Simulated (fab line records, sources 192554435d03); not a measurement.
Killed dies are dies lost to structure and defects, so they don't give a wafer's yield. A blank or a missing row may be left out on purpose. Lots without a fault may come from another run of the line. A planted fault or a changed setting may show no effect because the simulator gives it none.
A struck lot beside a sound one | flow n5_finfet | 40 steps out of a route of 1938
Sound: wafers L296.2, L296.3, L296.5. Struck: wafer L283.6. (L283.3, L283.4 of the same lot were not struck and are left out.) The cause comes at the end.
At each step with rows: each side's tool, then ch and its chambers, then its first start. Under that, the readings that differ: sound wafers | struck wafers | difference of the means | sigmas: that difference in standard deviations of wafers without a fault.
alike: readings whose means differ by less than 2 such deviations, and words and numbers that are the same on both sides. not compared: withheld readings, readings that some wafer has no value for, bounds like >300 that may hide the same value, and numbers for which the record gives no deviation and whose values overlap.
The two part at a step that has a row with sigmas, a row that says differs or no value, or rows on one side only. Numbers that don't overlap but have no deviation are shown without sigmas and don't part them. A reading that every wafer of one side lacks parts them only if that side has two wafers or more.

first, 9 steps without rows for these wafers: N5_SD_EPI_N_DEVELOP_08 (develop time 30 s); N5_SD_EPI_N_DESCUM_14 (chemistry O2, time 7.9 s); N5_SD_EPI_N_ETCH_34 (etches SiARC in CF4, target depth 45.5 nm, time 75.8 s); N5_SD_EPI_N_ETCH_35 (etches SOC in N2/H2, overetch 108 nm, time 486 s); N5_SD_EPI_N_STRIP_36 (strips in N2/H2); N5_SD_EPI_N_ETCHBACK_44 (etches SiNx in CH3F/O2, stops on SiO2, target depth 14.5 nm); N5_SD_EPI_N_ETCH_45 (etches SiOCN in CH3F/O2, target depth 6 nm); N5_SD_EPI_N_ETCH_16 (etches SiO2 in CHF3/O2, target depth 5 nm); N5_SD_EPI_N_STRIP_47 (strips in CHF3/O2).
N5_SD_EPI_N_SD_RECESS_17: chemistry HBr/Cl2/O2, target depth 41 nm, time 23.7 s, bt time 3 s.
  sound on rie_si-06 ch 0,3, day 8 20:54; struck on rie_si-04 ch 1, day 5 13:18
  reading                | sound          | struck | difference | sigmas
  throttle_valve_pct (%) | 37.8 37.5 37.8 | 36.8   | -0.9       | -3
  alike: drypump_motor_current_A, oes_o_777_au, oes_product_au
  not compared: rf_hours_counter_h
then, 11 steps without rows for these wafers: N5_SD_EPI_N_STRIP_38 (strips in N2/H2); N5_SD_EPI_N_WET_ETCH_43 (etches SiO2 in dHF, time 14 s, target depth 1.5 nm); N5_SD_EPI_N_STRIP_18 (strips in SPM, time 750 s); N5_SD_EPI_N_SRD_20 (time 30 s); N5_SD_EPI_N_PRECLEAN_48 (cleans in NF3:NH3, afs cycles 2, time 20 s, sublimation time 60 s); N5_SD_EPI_N_VAPOR_ETCH_50 (etches Si in HCl, time 54 s); N5_SD_EPI_N_EPI_21 (deposits Si:P, time 690 s); N5_SD_EPI_N_PRECLEAN_24 (cleans in O3/DIW, time 60 s); N5_SD_EPI_N_SRD_25 (time 30 s); N5_SD_EPI_N_PRECLEAN_49 (cleans in NF3:NH3, afs cycles 1, time 20 s, sublimation time 60 s); N5_SD_EPI_N_LINER_46 (material SiNx, target thk 3 nm).
N5_SD_EPI_N_INSPECT_26: inspects for defects (darkfield).
  sound on defect_inspect-02, day 9 00:43; struck on defect_inspect-02, day 5 16:35
  reading          | sound       | struck | difference | sigmas
  raw_defect_count | 255 234 331 | 674    | +401       | +8
then, 8 steps without rows for these wafers: N5_SD_EPI_P_COAT_34 (time 60 s, resist thk 350 nm); N5_SD_EPI_P_COAT_35 (time 60 s, resist thk 35 nm); N5_SD_EPI_P_COAT_03 (resist thk 150 nm); N5_SD_EPI_P_EBR_05; N5_SD_EPI_P_SOFTBAKE_04 (time 60 s); N5_SD_EPI_P_EXPOSE_06 (exposes mask SD P BLK, target cd 240 nm); N5_SD_EPI_P_PEB_07 (peb time 60 s); N5_SD_EPI_P_DEVELOP_08 (develop time 30 s).
N5_SD_EPI_P_INSPECT_11: inspects for defects (macro).
  sound on defect_inspect-02, day 9 01:11; struck on defect_inspect-01, day 5 17:04
  reading          | sound | struck | difference | sigmas
  raw_defect_count | 1 1 0 | >300   | differs    |
then, 5 steps without rows for these wafers: N5_SD_EPI_P_DESCUM_14 (chemistry O2, time 7.9 s); N5_SD_EPI_P_ETCH_36 (etches SiARC in CF4, target depth 45.5 nm, time 75.8 s); N5_SD_EPI_P_ETCH_37 (etches SOC in N2/H2, overetch 108 nm, time 486 s); N5_SD_EPI_P_STRIP_38 (strips in N2/H2); N5_SD_EPI_P_ETCHBACK_46 (etches SiNx in CH3F/O2, stops on SiO2, target depth 17.5 nm).
N5_SD_EPI_P_INSPECT_26: inspects for defects (darkfield).
  sound on defect_inspect-02, day 9 04:58; struck on defect_inspect-01, day 5 22:03
  reading          | sound       | struck | difference | sigmas
  raw_defect_count | 179 229 283 | 565    | +335       | +7
N5_SD_ACTIVATION_INSPECT_02: inspects for defects (darkfield).
  sound on defect_inspect-02, day 9 05:43; struck on defect_inspect-02, day 5 23:03
  reading          | sound       | struck | difference | sigmas
  raw_defect_count | 189 212 295 | 638    | +406       | +9
-- the record jumps here: 5 days lie between the struck wafers' starts before and after (it left off in module SD_ACTIVATION and takes up again in module BEOL_M4, whose first step shown is number 1111 of the route) --
N5_BEOL_M4_RC_MEAS_101:
  sound on prober-02 ch 0, day 14 04:25; struck on prober-02 ch 0, day 10 14:29
  reading        | sound             | struck | difference | sigmas
  DIBL_N (mV/V)  | 39.0 38.4 35.8    | 33.0   | -4.7       | -3
  DIBL_P (mV/V)  | 40.0 39.7 36.9    | 33.0   | -5.9       | -3
  IOFF_N (nA/um) | 0.214 0.194 0.151 | 0.111  | -0.075     | -3
  SS_N (mV/dec)  | 72.3 71.7 71.6    | 70.1   | -1.8       | -3
  SS_P (mV/dec)  | 74.7 74.4 73.2    | 71.9   | -2.2       | -3
  VT_N (mV)      | 247.5 249.7 252.8 | 256.8  | +6.8       | +3
  alike: IOFF_P, ION_N, ION_P, VT_P
-- the record jumps here: 5 days lie between the struck wafers' starts before and after (it left off in module BEOL_M4 and takes up again in module PASSIVATION, whose first step shown is number 1936 of the route) --
N5_PASSIVATION_PROBE_49:
  the record has rows for the struck wafers here (prober-01, day 15 02:35) and none for the sound ones

WHERE THEY PART
First at N5_SD_EPI_N_SD_RECESS_17; last, within this record, at N5_PASSIVATION_PROBE_49.

WHY: what the simulator had put in
Chamber particle source: rie_si-04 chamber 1, from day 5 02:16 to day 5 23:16, at N5_SD_EPI_N_SD_RECESS_17. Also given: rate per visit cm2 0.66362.
